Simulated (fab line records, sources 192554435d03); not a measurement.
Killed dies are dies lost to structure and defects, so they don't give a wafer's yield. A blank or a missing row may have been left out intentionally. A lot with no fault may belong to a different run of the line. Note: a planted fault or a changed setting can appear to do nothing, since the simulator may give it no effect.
Matching of chambers / flow n5-finfet / N5_BEOL_M15_TRENCH_ETCH_34 on rie-diel-01 has 4 sister chambers
The step etches SiO2 in C4F8/O2/Ar, target depth 872.93 nm, time 199 s. 14 wafers are shown with their chamber, then 7 later ones without.

EACH WAFER AND ITS CHAMBER
wafer=L074.1; chamber=0; throttle-valve-pct (%)=31.08; drypump-motor-current-A (A)=6.1; rf-vpp-V (V)=2222
wafer=L074.2; chamber=3; throttle-valve-pct (%)=31.07; drypump-motor-current-A (A)=5.4; rf-vpp-V (V)=2247
wafer=L074.5; chamber=1; throttle-valve-pct (%)=31.10; drypump-motor-current-A (A)=5.8; rf-vpp-V (V)=2217
wafer=L078.1; chamber=3; throttle-valve-pct (%)=31.06; drypump-motor-current-A (A)=5.4; rf-vpp-V (V)=2245
wafer=L078.5; chamber=3; throttle-valve-pct (%)=31.05; drypump-motor-current-A (A)=5.4; rf-vpp-V (V)=2245
wafer=L078.6; chamber=2; throttle-valve-pct (%)=30.35; drypump-motor-current-A (A)=6.1; rf-vpp-V (V)=2231
wafer=L080.1; chamber=0; throttle-valve-pct (%)=31.09; drypump-motor-current-A (A)=6.1; rf-vpp-V (V)=2220
wafer=L080.5; chamber=3; throttle-valve-pct (%)=31.05; drypump-motor-current-A (A)=5.4; rf-vpp-V (V)=2244
wafer=L080.6; chamber=0; throttle-valve-pct (%)=31.11; drypump-motor-current-A (A)=6.1; rf-vpp-V (V)=2220
wafer=L081.4; chamber=2; throttle-valve-pct (%)=30.37; drypump-motor-current-A (A)=6.0; rf-vpp-V (V)=2232
wafer=L081.5; chamber=3; throttle-valve-pct (%)=31.08; drypump-motor-current-A (A)=5.4; rf-vpp-V (V)=2245
wafer=L081.6; chamber=0; throttle-valve-pct (%)=31.11; drypump-motor-current-A (A)=6.1; rf-vpp-V (V)=2220
wafer=L087.3; chamber=2; throttle-valve-pct (%)=30.36; drypump-motor-current-A (A)=6.0; rf-vpp-V (V)=2232
wafer=L087.4; chamber=0; throttle-valve-pct (%)=31.09; drypump-motor-current-A (A)=6.1; rf-vpp-V (V)=2219

SIGNATURES, as means of the wafers listed above
reading=throttle-valve-pct; chamber 0=31.0960; chamber 1=31.1000; chamber 2=30.3600; chamber 3=31.0620; scatter within a chamber=0.0126
reading=drypump-motor-current-A; chamber 0=6.100; chamber 1=5.800; chamber 2=6.033; chamber 3=5.400; scatter within a chamber=0.0258
reading=rf-vpp-V; chamber 0=2220.20; chamber 1=2217.00; chamber 2=2231.67; chamber 3=2245.20; scatter within a chamber=1.01
Rule: for each reading, subtract the chamber's mean from the wafer's reading, divide by that reading's scatter and square the result; add these up over the readings and take the root, which gives the wafer's distance from the chamber. The wafer belongs to the nearest chamber; if the next one is less than 2 further off, it can't be placed. The scatter: take each reading less its chamber's mean, square it, sum over the shown wafers, divide by the number of wafers less the number of chambers, and take the root.

WAFERS MISSING THEIR CHAMBER
wafer=L087.6; throttle-valve-pct (%)=31.10; drypump-motor-current-A (A)=5.4; rf-vpp-V (V)=2244
wafer=L095.3; throttle-valve-pct (%)=30.90; drypump-motor-current-A (A)=5.4; rf-vpp-V (V)=2244
wafer=L095.4; throttle-valve-pct (%)=30.37; drypump-motor-current-A (A)=6.0; rf-vpp-V (V)=2231
wafer=L095.6; throttle-valve-pct (%)=30.39; drypump-motor-current-A (A)=6.0; rf-vpp-V (V)=2229
wafer=L097.1; throttle-valve-pct (%)=30.39; drypump-motor-current-A (A)=6.1; rf-vpp-V (V)=2228
wafer=L097.2; throttle-valve-pct (%)=31.12; drypump-motor-current-A (A)=5.8; rf-vpp-V (V)=2216
wafer=L097.6; throttle-valve-pct (%)=31.14; drypump-motor-current-A (A)=5.8; rf-vpp-V (V)=2215

WHICH CHAMBER EACH WENT THROUGH
wafer=L087.6; from the rows above=3; in truth=3
wafer=L095.3; from the rows above=3; in truth=3
wafer=L095.4; from the rows above=2; in truth=2
wafer=L095.6; from the rows above=2; in truth=2
wafer=L097.1; from the rows above=2; in truth=2
wafer=L097.2; from the rows above=1; in truth=1
wafer=L097.6; from the rows above=1; in truth=1
Correct placement for 7 of the 7. Can't be placed from these rows: 0. Placed wrongly: 0.
